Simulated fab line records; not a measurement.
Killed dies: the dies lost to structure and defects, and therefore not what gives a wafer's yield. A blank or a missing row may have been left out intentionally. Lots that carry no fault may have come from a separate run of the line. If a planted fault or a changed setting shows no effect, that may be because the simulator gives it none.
fab line records    flow n5-finfet
record lots=8  wafers=24  last-day=18
route steps=1938 shown MOL_CONTACT_COAG@580 BEOL_M4@1111 PASSIVATION@1936
lots that met no fault: from a run of the same line without faults
start-h: hours from the record's first day to the start of the lot's first wafer shown    wait-h: hours from the lot's prior step to this one    " the same as in the row above    L1.1+2: one row covering several wafers at once    - no value present, or no start provided    * or withheld: withheld    < > ~ a bound
route shown NAME@n: names a module that has steps shown in the file, with the first one's number in the route    usual: the fault-free wafers' mean and standard deviation    same: alike in all rows    chamber/n: place in a boat    sites: the reading at each site    _std_site: their standard deviation    _edge_site: the outer-site mean with the inner-site mean subtracted    radius-mm: how far each site lies from the wafer's centre    mask NAME#n: copy n    behind: tool/chamber where the wafer was last shaped    hold: what put the lot on hold/how long, in hours/how the hold closed    device: whichever transistor did not switch (one of n, p or np)    end of line: the same wafers' tests at the end of the route    a step without rows: its recipe alone    killed: count of dies lost to structure and defects at first sort (not the wafer's yield)    map: per-die view of a wafer (x killed, . not killed, _ where there is no die)
set.NAME: the setting as run; set.NAME@STEP: as run at that earlier step    model.NAME: the simulator's own value behind a step, which no gauge read
the route's steps for a sample of lots (tables are steps, rows are wafers)
services: a tool's chamber out of use, with start hour (start-h, from the record's first day; less than 0 if before it), hours out, and reason
## steps
# step N5_MOL_CONTACT_COAG_ETCHBACK_132
# recipe chemistry=CHF3  target=SiO2  target-depth-a=100  time-s=6.7  ion-energy-ev=200  pressure-mtorr=30  source-w=610  bias-w=170  Ar_flow_sccm=200  CHF3_flow_sccm=50
# usual drypump-motor-current-A=5.7/0.64  oes-product-au=0.77/0.079  rf-vpp-V=519/8.9  showerhead-plenum-p-Torr=2.34/0.07  throttle-valve-pct=18.66/0.19
lot.wafer  tool         chamber  start-h  wait-h  drypump-motor-current-A  oes-product-au  rf-hours-counter-h  rf-vpp-V  showerhead-plenum-p-Torr  throttle-valve-pct
L564.2     rie-diel-01  2        101.09   0.3     6.7                      0.79            139                 526       2.38                      18.54
L564.5     "            0        "        "       6.2                      0.69            -                   515       2.26                      18.61
L564.6     "            3        "        "       5.9                      0.70            -                   518       2.44                      18.71
L569.1     rie-diel-06  0        133.02   0.1     6.4                      0.75            146                 507       2.29                      18.89
L569.4     "            2        "        "       5.3                      0.87            47                  531       2.32                      18.36
L569.5     "            3        "        "       4.8                      0.79            -                   511       2.30                      18.58
L570.3     rie-diel-06  2        136.35   0.1     5.3                      0.86            48                  532       2.32                      18.36
L570.4     "            1        "        "       5.8                      0.66            237                 520       2.43                      18.71
L570.5     "            0        "        "       6.4                      0.74            -                   508       2.29                      18.88
L581.2     rie-diel-06  3        200.34   0.1     4.8                      0.76            143                 510       2.29                      18.63
L581.4     "            0        "        "       6.4                      0.72            -                   507       2.28                      18.93
L581.6     "            3        "        "       4.8                      0.75            -                   509       2.29                      18.63
L582.2     rie-diel-05  0        207.61   0.1     5.3                      0.66            234                 533       2.43                      18.72
L582.4     "            2        "        "       5.6                      0.78            147                 524       2.39                      18.77
L582.5     "            3        "        "       6.7                      0.71            -                   507       2.26                      18.92
L584.3     rie-diel-06  3        220.72   0.3     4.8                      0.74            -                   511       2.29                      18.65
L584.4     "            0        "        "       6.4                      0.72            -                   508       2.28                      18.93
L584.6     "            0        "        "       6.4                      0.71            -                   509       2.28                      18.94
L585.4     rie-diel-06  3        224.87   0.1     4.8                      0.76            -                   511       2.29                      18.66
L585.5     "            2        "        "       5.3                      0.81            -                   531       2.30                      18.41
L585.6     "            0        "        "       6.4                      0.71            -                   506       2.28                      18.96
L587.1     rie-diel-06  1        246.31   0.2     5.8                      0.92            12                  521       2.42                      18.34
L587.4     "            1        "        "       5.8                      0.92            -                   520       2.42                      18.35
L587.5     "            3        "        "       4.8                      0.75            -                   512       2.28                      18.66
# step N5_MOL_CONTACT_COAG_STRIP_96
# recipe chemistry=N2/H2  power-w=500  temp-c=40  pressure-mtorr=50  rf-frequency-hz=6e+07  overash-fraction=0.3  bias-power-w=28  h2-frac=0.5  n2-flow-sccm=300  h2-flow-sccm=300
# usual bias-power-w=28.00/0.092  chamber-pressure-mTorr=50.00/0.061  drypump-motor-current-A=5.7/0.65  oes-product-au=0.77/0.078  power-w=499.9/1.4  rf-vpp-V=121.8/1.2  showerhead-plenum-p-Torr=3.32/0.1  throttle-valve-pct=18.95/0.23
lot.wafer  tool         chamber  start-h  wait-h  bias-power-w  chamber-pressure-mTorr  drypump-motor-current-A  oes-product-au  power-w  rf-hours-counter-h  rf-vpp-V  showerhead-plenum-p-Torr  throttle-valve-pct
L564.2     rie-diel-01  2        101.32   0.0     27.96         50.02                   6.7                      0.78            501.8    139                 122.3     3.37                      18.78
L564.5     "            0        "        "       28.13         49.98                   6.2                      0.70            501.1    -                   122.4     3.20                      19.47
L564.6     "            3        "        "       28.10         50.00                   5.9                      0.71            497.4    -                   122.9     3.45                      18.69
L569.1     rie-diel-06  0        133.25   0.0     28.01         50.07                   6.4                      0.75            499.9    146                 120.5     3.24                      18.75
L569.4     "            2        "        "       28.03         50.02                   5.2                      0.86            503.2    48                  122.0     3.28                      18.62
L569.5     "            3        "        "       28.09         50.11                   4.8                      0.78            499.4    -                   121.9     3.26                      19.10
L570.3     rie-diel-06  2        136.58   0.0     28.04         50.01                   5.3                      0.86            501.4    48                  121.3     3.28                      18.62
L570.4     "            1        "        "       27.98         50.09                   5.8                      0.67            501.8    238                 122.3     3.46                      19.24
L570.5     "            0        "        "       28.04         50.00                   6.4                      0.75            500.5    -                   121.7     3.23                      18.77
L581.2     rie-diel-06  3        200.57   0.0     28.06         49.96                   4.8                      0.75            500.3    143                 121.1     3.25                      19.12
L581.4     "            0        "        "       27.92         49.93                   6.5                      0.73            499.5    -                   121.5     3.22                      18.80
L581.6     "            3        "        "       28.06         49.91                   4.8                      0.75            499.4    -                   119.6     3.25                      19.15
L582.2     rie-diel-05  0        207.83   0.0     28.05         49.87                   5.2                      0.66            502.4    234                 122.0     3.47                      19.11
L582.4     "            2        "        "       28.02         50.07                   5.6                      0.78            501.1    147                 122.1     3.34                      18.76
L582.5     "            3        "        "       27.97         50.03                   6.7                      0.72            498.8    -                   122.6     3.18                      19.20
L584.3     rie-diel-06  3        221.06   0.1     27.89         49.99                   4.8                      0.74            501.5    -                   122.0     3.24                      19.15
L584.4     "            0        "        "       27.97         50.03                   6.4                      0.72            500.0    -                   122.1     3.22                      18.78
L584.6     "            0        "        "       27.96         50.11                   6.4                      0.72            500.0    -                   121.3     3.22                      18.80
L585.4     rie-diel-06  3        225.09   0.0     28.01         49.98                   4.8                      0.74            497.9    -                   121.8     3.24                      19.13
L585.5     "            2        "        "       27.96         49.98                   5.3                      0.81            500.1    -                   120.9     3.26                      18.65
L585.6     "            0        "        "       27.93         50.15                   6.4                      0.71            502.5    -                   120.4     3.22                      18.82
L587.1     rie-diel-06  1        246.53   0.0     27.95         49.96                   5.8                      0.93            499.0    12                  124.7     3.45                      18.90
L587.4     "            1        "        "       28.01         50.04                   5.8                      0.93            500.2    -                   122.6     3.45                      18.90
L587.5     "            3        "        "       27.98         50.07                   4.8                      0.74            499.1    -                   122.3     3.24                      19.17
# step N5_MOL_CONTACT_COAG_ALD_133
# recipe material=SiO2  target-thk-a=50  temp-c=100  ald-precursor-family=BDEAS  ald-co-reactant=O2-plasma  pulse-time-s=1  co-reactant-pulse-time-s=1  purge-time-s=2  co-reactant-purge-time-s=2  ald-cycles=35  pressure-torr=2
# usual heater-power-w=75/6.5  precursor-pulse-height-rel=1.000/0.02
# same purge-time-s=2
lot.wafer  tool        chamber  start-h  wait-h  heater-power-w  precursor-pulse-height-rel
L564.2     ald-sin-01  3        102.16   0.1     75              1.022
L564.5     "           2        "        "       72              0.987
L564.6     "           1        "        "       76              0.986
L569.1     ald-sin-02  1        134.26   0.1     79              1.011
L569.4     "           0        "        "       87              0.970
L569.5     "           2        "        "       72              1.006
L570.3     ald-sin-02  2        138.25   0.8     76              1.024
L570.4     "           1        "        "       82              0.999
L570.5     "           3        "        "       66              1.013
L581.2     ald-sin-03  0        201.41   0.1     69              1.035
L581.4     "           2        "        "       68              1.018
L581.6     "           0        "        "       72              1.008
L582.2     ald-sin-02  0        209.10   0.5     87              0.976
L582.4     "           1        "        "       82              0.999
L582.5     "           0        "        "       87              1.017
L584.3     ald-sin-01  2        222.06   0.1     72              0.980
L584.4     "           1        "        "       79              0.988
L584.6     "           3        "        "       77              0.997
L585.4     ald-sin-02  0        225.92   0.1     85              1.037
L585.5     "           0        "        "       85              0.998
L585.6     "           1        "        "       81              1.018
L587.1     ald-sin-03  3        247.51   0.1     87              1.001
L587.4     "           0        "        "       71              1.008
L587.5     "           2        "        "       68              0.992
# step N5_MOL_CONTACT_COAG_STRIP_72
# recipe chemistry=N2/H2  power-w=450  temp-c=40  pressure-mtorr=20  rf-frequency-hz=6e+07  overash-fraction=3  bias-power-w=7  h2-frac=0.5  n2-flow-sccm=200  h2-flow-sccm=200
# usual bias-power-w=6.997/0.023  chamber-pressure-mTorr=19.99/0.043  drypump-motor-current-A=5.8/0.61  oes-product-au=0.76/0.071  power-w=449.9/1.5  rf-vpp-V=59.0/1.9  showerhead-plenum-p-Torr=2.50/0.081  throttle-valve-pct=23.72/0.18
lot.wafer  tool         chamber  start-h  wait-h  bias-power-w  chamber-pressure-mTorr  drypump-motor-current-A  oes-product-au  power-w  rf-hours-counter-h  rf-vpp-V  showerhead-plenum-p-Torr  throttle-valve-pct
L564.2     rie-diel-05  1        102.62   0.0     7.033         19.95                   6.0                      0.88            451.8    36                  59.0      2.49                      23.88
L564.5     "            2        "        "       7.004         20.00                   5.6                      0.81            450.3    -                   59.7      2.54                      23.42
L564.6     "            3        "        "       6.984         20.04                   6.8                      0.74            452.3    -                   56.9      2.42                      23.89
L569.1     rie-diel-06  0        134.72   0.0     -             -                       -                        -               -        -                   -         -                         -
L569.4     "            2        "        "       -             -                       -                        -               -        -                   -         -                         -
L569.5     "            3        "        "       -             -                       -                        -               -        -                   -         -                         -
L570.3     rie-diel-01  1        138.71   0.0     -             -                       -                        -               -        -                   -         -                         -
L570.4     "            2        "        "       -             -                       -                        -               -        -                   -         -                         -
L570.5     "            0        "        "       -             -                       -                        -               -        -                   -         -                         -
L581.2     rie-diel-06  2        201.87   0.0     6.985         20.05                   5.3                      0.80            452.6    74                  58.0      2.47                      23.44
L581.4     "            3        "        "       6.983         19.97                   4.8                      0.76            448.3    -                   56.2      2.45                      23.76
L581.6     "            0        "        "       6.949         20.04                   6.4                      0.73            450.8    -                   61.4      2.43                      23.71
L582.2     rie-diel-01  2        209.65   0.1     7.037         19.97                   6.7                      0.74            450.7    180                 59.7      2.53                      23.54
L582.4     "            2        "        "       6.994         19.97                   6.7                      0.74            450.8    -                   59.3      2.53                      23.60
L582.5     "            2        "        "       7.025         20.08                   6.7                      0.76            450.6    -                   60.4      2.53                      23.56
L584.3     rie-diel-06  2        222.75   0.0     7.006         20.03                   5.3                      0.82            449.7    80                  58.4      2.47                      23.46
L584.4     "            3        "        "       7.003         19.93                   4.8                      0.76            450.0    -                   61.2      2.45                      23.74
L584.6     "            0        "        "       7.008         19.93                   6.4                      0.72            450.5    -                   58.4      2.43                      23.68
L585.4     rie-diel-05  3        226.38   0.0     6.986         19.98                   6.7                      0.72            451.2    221                 61.2      2.40                      23.98
L585.5     "            1        "        "       6.996         19.96                   5.9                      0.80            447.5    -                   62.6      2.48                      23.95
L585.6     "            2        "        "       6.986         19.98                   5.6                      0.75            448.5    -                   61.0      2.52                      23.50
L587.1     rie-diel-06  0        247.97   0.0     7.026         20.00                   6.4                      0.71            449.4    183                 58.7      2.43                      23.71
L587.4     "            1        "        "       6.975         20.03                   5.8                      0.92            450.3    -                   58.5      2.61                      23.51
L587.5     "            0        "        "       6.989         19.93                   6.4                      0.70            448.7    -                   56.5      2.43                      23.74
# step N5_BEOL_M4_RC_MEAS_101
# usual DIBL_N=36.5/2  DIBL_P=36.5/2.3  IOFF_N=0.16/0.036  IOFF_P=0.21/0.037  ION_N=672/12  ION_P=459/7.1  SS_N=71.6/0.73  SS_P=73.4/0.76  VT_N=250/3.3  VT_P=-250.5/2.9
lot.wafer  tool       chamber  start-h  wait-h  DIBL_N[mV/V]  DIBL_P[mV/V]  IOFF_N[nA/um]  IOFF_P[nA/um]  ION_N[uA/um]  ION_P[uA/um]  SS_N[mV/dec]  SS_P[mV/dec]  VT_N[mV]  VT_P[mV]
L564.2     prober-02  0        182.99   0.2     31.8          34.0          0.12           0.17           671           462           71.2          72.4          252       -250.3
L564.5     "          0        "        "       33.0          34.7          0.13           0.17           659           450           70.6          72.4          254       -253.8
L564.6     "          0        "        "       34.4          37.4          0.16           0.20           675           461           70.9          73.5          250       -249.8
L582.2     prober-02  0        274.28   0.2     35.3          33.9          0.13           0.20           667           463           70.7          72.7          253       -247.5
L582.4     "          0        "        "       35.1          33.6          0.13           0.19           671           464           70.4          72.4          252       -250.6
L582.5     "          0        "        "       36.7          35.6          0.15           0.23           679           470           71.5          73.3          249       -247.3
L581.2     prober-01  0        280.33   0.2     36.3          34.2          0.15           0.18           670           454           71.7          73.4          251       -254.5
L581.4     "          0        "        "       36.5          35.2          0.15           0.19           683           465           71.3          73.0          248       -249.9
L581.6     "          0        "        "       36.8          35.0          0.15           0.19           663           453           72.0          73.7          254       -252.3
L585.4     prober-01  0        297.56   0.5     39.5          41.0          0.23           0.29           697           475           71.6          74.7          243       -246.4
L585.5     "          0        "        "       36.8          37.8          0.18           0.24           688           464           71.4          73.5          246       -246.8
L585.6     "          0        "        "       34.2          34.2          0.12           0.17           664           459           71.0          72.8          254       -250.7
L584.3     prober-02  0        298.06   0.3     36.7          36.8          0.15           0.20           670           454           71.4          73.5          253       -255.1
L584.4     "          0        "        "       38.1          38.8          0.17           0.22           671           458           71.5          73.9          248       -251.8
L584.6     "          0        "        "       38.2          38.9          0.17           0.23           678           458           72.2          73.0          249       -251.8
L587.1     prober-01  0        332.06   0.0     38.1          40.2          0.19           0.21           671           457           71.6          75.2          249       -250.8
L587.4     "          0        "        "       39.1          40.6          0.22           0.23           682           457           72.8          74.2          246       -251.5
L587.5     "          0        "        "       38.8          41.3          0.21           0.23           675           456           72.4          74.7          248       -248.9
# step N5_PASSIVATION_PROBE_49
# usual defect-limited-yield=91.4/1.4  killed_at_M0_to_M3=33/11  killed_at_M4_up=13/5.3  killed-at-contacts=13/6.1  killed-at-front-end=40/11  killed-at-other=2.9/2.7  killed-dies=102/17  killed-on-rim=14/4.2  killed-open=68/13  killed-short=32/7.5  sort_bin_4_leakage=0.00/0.022  sort_bin_5_function=5.1/0.98  sort_bin_6_memory=3.2/0.69  sort-n-pass=1077/21  sort-yield-pct=91.3/1.7
# same gross-dies=1180  killed-at-back-side=0  sort_bin_8_speed[%]=0
lot.wafer  tool       chamber  start-h  wait-h  defect-limited-yield[%]  killed_at_M0_to_M3  killed_at_M4_up  killed-at-contacts  killed-at-front-end  killed-at-other  killed-dies  killed-on-rim  killed-open  killed-short  sort_bin_4_leakage[%]  sort_bin_5_function[%]  sort_bin_6_memory[%]  sort-n-pass  sort-yield-pct[%]
L564.2     prober-01  -        296.84   0.1     91.1                     28                  12               13                  47                   5                105          10             65           37            0                      5.2                     3.4                   1075         91.1
L564.5     prober-01  -        296.99   0.2     91.3                     40                  11               18                  31                   3                103          15             56           40            0                      4.7                     2.9                   1077         91.3
L564.6     prober-01  -        297.04   0.3     90.9                     37                  14               11                  44                   1                107          12             68           39            0                      4.9                     4.0                   1073         90.9
L569.1     prober-02  -        316.17   0.0     0                        29                  13               1081                51                   6                1180         152            56           52            0                      96.7                    2.5                   0            0
L569.4     prober-02  -        316.32   0.2     0                        26                  9                1070                65                   10               1180         152            96           37            0                      95.8                    3.8                   0            0
L569.5     prober-02  -        316.37   0.2     0                        25                  7                1085                60                   3                1180         152            73           33            0                      96.0                    3.8                   0            0
L570.3     prober-02  -        320.54   0.1     0                        21                  11               1123                24                   1                1180         152            52           24            0                      96.6                    3.1                   0            0
L570.4     prober-02  -        320.59   0.2     0                        16                  12               1125                26                   1                1180         152            51           19            0                      98.0                    1.8                   0            0
L570.5     prober-02  -        320.64   0.2     0                        18                  11               1125                25                   1                1180         152            39           25            0                      97.8                    1.9                   0            0
L581.2     prober-01  -        399.63   0.1     90.3                     37                  18               23                  35                   1                114          18             77           32            0                      5.4                     3.7                   1066         90.3
L581.4     prober-01  -        399.73   0.2     90.9                     32                  13               25                  36                   1                107          9              72           28            0                      5.5                     2.9                   1073         90.9
L581.6     prober-01  -        399.83   0.3     90.3                     40                  19               27                  28                   1                115          18             89           25            0                      4.7                     4.8                   1065         90.3
L584.3     prober-01  -        409.07   0.1     90.2                     38                  10               34                  30                   4                116          17             80           35            0                      5.8                     3.7                   1064         90.2
L584.4     prober-01  -        409.12   0.2     89.1                     40                  9                22                  45                   13               129          16             91           35            0                      6.3                     4.5                   1051         89.1
L584.6     prober-01  -        409.22   0.3     90.9                     34                  18               30                  21                   4                107          12             81           25            0                      5.1                     3.7                   1073         90.9
# killed by level:class
L564.2 FIN_SAQP:geometric-particle:short=21 MOL_CONTACT_COAG:geometric-particle:open=11 FIN_SAQP:geometric-particle:open=9 BEOL_M0_SAQP:geometric-particle:open=7 BEOL_M0:geometric-particle:open=7 BEOL_M3:geometric-particle:open=5 BEOL_M4:geometric-particle:open=5 STARTING-WAFER:geometric-particle:open=5
L564.5 MOL_CONTACT_COAG:geometric-particle:open=16 FIN_SAQP:geometric-particle:short=13 BEOL_M0_SAQP:geometric-particle:open=10 BEOL_M0_SAQP:geometric-particle:short=9 BEOL_M3:geometric-particle:open=8 STARTING-WAFER:geometric-particle:short=6 HKMG_FIN:area-etch=6 BEOL_M2:geometric-particle:open=5
L564.6 FIN_SAQP:geometric-particle:short=19 FIN_SAQP:geometric-particle:open=10 MOL_CONTACT_COAG:geometric-particle:open=10 BEOL_M0_SAQP:geometric-particle:short=9 BEOL_M3:geometric-particle:open=8 BEOL_M4:geometric-particle:open=7 BEOL_M0_SAQP:geometric-particle:open=7 STI_FIN_REVEAL:geometric-particle:open=5
L569.1 MOL_CONTACT_COAG:area-cvd=1072 FIN_SAQP:geometric-particle:open=17 FIN_SAQP:geometric-particle:short=15 BEOL_M2:geometric-particle:short=10 MOL_CONTACT_COAG:geometric-particle:open=7 BEOL_M0_SAQP:geometric-particle:open=5 BEOL_M4:geometric-particle:open=5 BEOL_M1:geometric-particle:short=4
L569.4 MOL_CONTACT_COAG:area-cvd=1046 FIN_SAQP:geometric-particle:open=24 MOL_CONTACT_COAG:geometric-particle:open=21 STI_FIN_REVEAL:geometric-particle:open=18 BEOL_M2:geometric-particle:short=9 FIN_SAQP:geometric-particle:short=8 BEOL_M0_SAQP:geometric-particle:open=6 STI_FIN_REVEAL:geometric-particle:short=4
L569.5 MOL_CONTACT_COAG:area-cvd=1074 FIN_SAQP:geometric-particle:open=16 STI_FIN_REVEAL:geometric-particle:open=10 MOL_CONTACT_COAG:geometric-particle:open=9 FIN_SAQP:geometric-particle:short=7 GATE_CUT:geometric-particle:short=7 STARTING-WAFER:geometric-particle:short=7 BEOL_M3:geometric-particle:open=7
L570.3 MOL_CONTACT_COAG:area-cvd=1103 MOL_CONTACT_COAG:geometric-particle:open=16 FIN_SAQP:geometric-particle:short=8 FIN_SAQP:geometric-particle:open=6 BEOL_M4:geometric-particle:open=6 BEOL_M1:geometric-particle:open=5 MOL_CONTACT_COAG:geometric-particle:short=4 BEOL_M0_SAQP:geometric-particle:short=4
L570.4 MOL_CONTACT_COAG:area-cvd=1110 MOL_CONTACT_COAG:geometric-particle:open=9 FIN_SAQP:geometric-particle:open=8 BEOL_M4:geometric-particle:open=7 MOL_CONTACT_COAG:geometric-particle:short=6 BEOL_M1:geometric-particle:open=5 GATE_CUT:geometric-particle:short=4 BEOL_M0_SAQP:geometric-particle:open=4
L570.5 MOL_CONTACT_COAG:area-cvd=1116 MOL_CONTACT_COAG:geometric-particle:open=6 GATE_CUT:geometric-particle:open=5 BEOL_M4:geometric-particle:open=5 GATE_CUT:geometric-particle:short=4 BEOL_M1:geometric-particle:open=4 MOL_CONTACT_COAG:geometric-particle:short=3 BEOL_M0_SAQP:geometric-particle:open=3
L581.2 MOL_CONTACT_COAG:geometric-particle:open=19 FIN_SAQP:geometric-particle:short=9 BEOL_M3:geometric-particle:open=9 BEOL_M4:geometric-particle:open=9 FIN_SAQP:geometric-particle:open=7 BEOL_M0_SAQP:geometric-particle:short=7 BEOL_M1:geometric-particle:open=6 BEOL_M2:geometric-particle:open=6
L581.4 MOL_CONTACT_COAG:geometric-particle:open=19 BEOL_M3:geometric-particle:open=8 HKMG_FIN:area-etch=7 FIN_SAQP:geometric-particle:open=6 STI_FIN_REVEAL:geometric-particle:open=6 MOL_CONTACT_COAG:geometric-particle:short=6 BEOL_M0_SAQP:geometric-particle:open=6 BEOL_M0_SAQP:geometric-particle:short=6
L581.6 MOL_CONTACT_COAG:geometric-particle:open=25 FIN_SAQP:geometric-particle:open=10 BEOL_M1:geometric-particle:open=10 BEOL_M3:geometric-particle:open=8 BEOL_M2:geometric-particle:open=7 BEOL_M5:geometric-particle:open=7 BEOL_M0_SAQP:geometric-particle:open=6 BEOL_M0_SAQP:geometric-particle:short=5
L584.3 MOL_CONTACT_COAG:geometric-particle:open=31 BEOL_M0_SAQP:geometric-particle:short=8 BEOL_M1:geometric-particle:open=8 BEOL_M3:geometric-particle:open=8 GATE_CUT:geometric-particle:short=6 BEOL_M0_SAQP:geometric-particle:open=5 STI_FIN_REVEAL:geometric-particle:open=4 BEOL_M2:geometric-particle:open=4
L584.4 STI_FIN_REVEAL:geometric-particle:open=19 MOL_CONTACT_COAG:geometric-particle:open=19 BEOL_M0_SAQP:geometric-particle:short=9 BEOL_M1:geometric-particle:open=9 BEOL_M4:geometric-particle:open=7 BEOL_M0_SAQP:geometric-particle:open=6 BEOL_M2:geometric-particle:open=6 PASS1_CAP:geometric-particle:open=5
L584.6 MOL_CONTACT_COAG:geometric-particle:open=25 BEOL_M0_SAQP:geometric-particle:open=11 BEOL_M2:geometric-particle:open=10 BEOL_M4:geometric-particle:open=10 MOL_CONTACT_COAG:geometric-particle:short=5 FIN_SAQP:geometric-particle:open=3 DUMMY_GATE:geometric-particle:short=3 ILD0:geometric-particle:open=3
## services
tool         chamber  start-h  hours  kind
rie-diel-06  1        78.17    4.5    repair
ald-sin-01   -        85.25    14.0   pm
rie-diel-05  -        88.48    0.2    repair
rie-diel-05  2        106.14   16.1   repair
ald-sin-01   2        109.21   3.2    repair
rie-diel-05  1        116.27   3.7    repair
rie-diel-06  2        128.59   2.3    repair
rie-diel-05  0        156.68   4.6    repair
rie-diel-06  1        173.05   -      clean
rie-diel-06  0        176.57   2.9    repair
ald-sin-03   -        177.13   14.0   pm
rie-diel-01  3        183.44   7.2    repair
ald-sin-02   3        197.71   27.5   repair
rie-diel-06  1        199.25   14.5   repair
rie-diel-06  -        209.18   0.3    repair
rie-diel-06  -        210.01   4.8    repair
ald-sin-02   0        210.11   3.2    repair
rie-diel-06  1        216.20   8.8    repair
rie-diel-06  2        216.94   4.0    repair
rie-diel-06  0        227.20   14.4   repair
rie-diel-05  -        236.83   0.2    repair
ald-sin-03   1        238.18   10.3   repair
ald-sin-02   -        238.54   4.3    repair
rie-diel-06  2        241.76   6.5    repair
## key
first-sign step=N5_MOL_CONTACT_COAG_STRIP_72  reading=tool-record  direction=missing
effect step=N5_PASSIVATION_PROBE_49  reading=killed-at-contacts  direction=up  sigmas=99+  usual=13  struck=1102
more-kills-born-at N5_MOL_CONTACT_COAG_CVD_140@cvd-w-01=3329  N5_MOL_CONTACT_COAG_CVD_140@cvd-w-02=3192
met-at N5_MOL_CONTACT_COAG_STRIP_72
struck-lots L569,L570
later-rows-left-out L569.1,L569.4,L569.5,L570.3,L570.4,L570.5
not-acting-at N5_MOL_CONTACT_COAG_ETCHBACK_132,N5_MOL_CONTACT_COAG_STRIP_96,N5_MOL_CONTACT_COAG_ALD_133
fault kind=skipped-step-whole  tool=rie-diel-01,rie-diel-06  chamber=-  onset-h=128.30  steps=N5_MOL_CONTACT_COAG_STRIP_72  scope=struck-lots-only
# later-rows-left-out: the simulator's readings of these wafers behind a module that went badly wrong aren't trusted and aren't shown, but for the sort
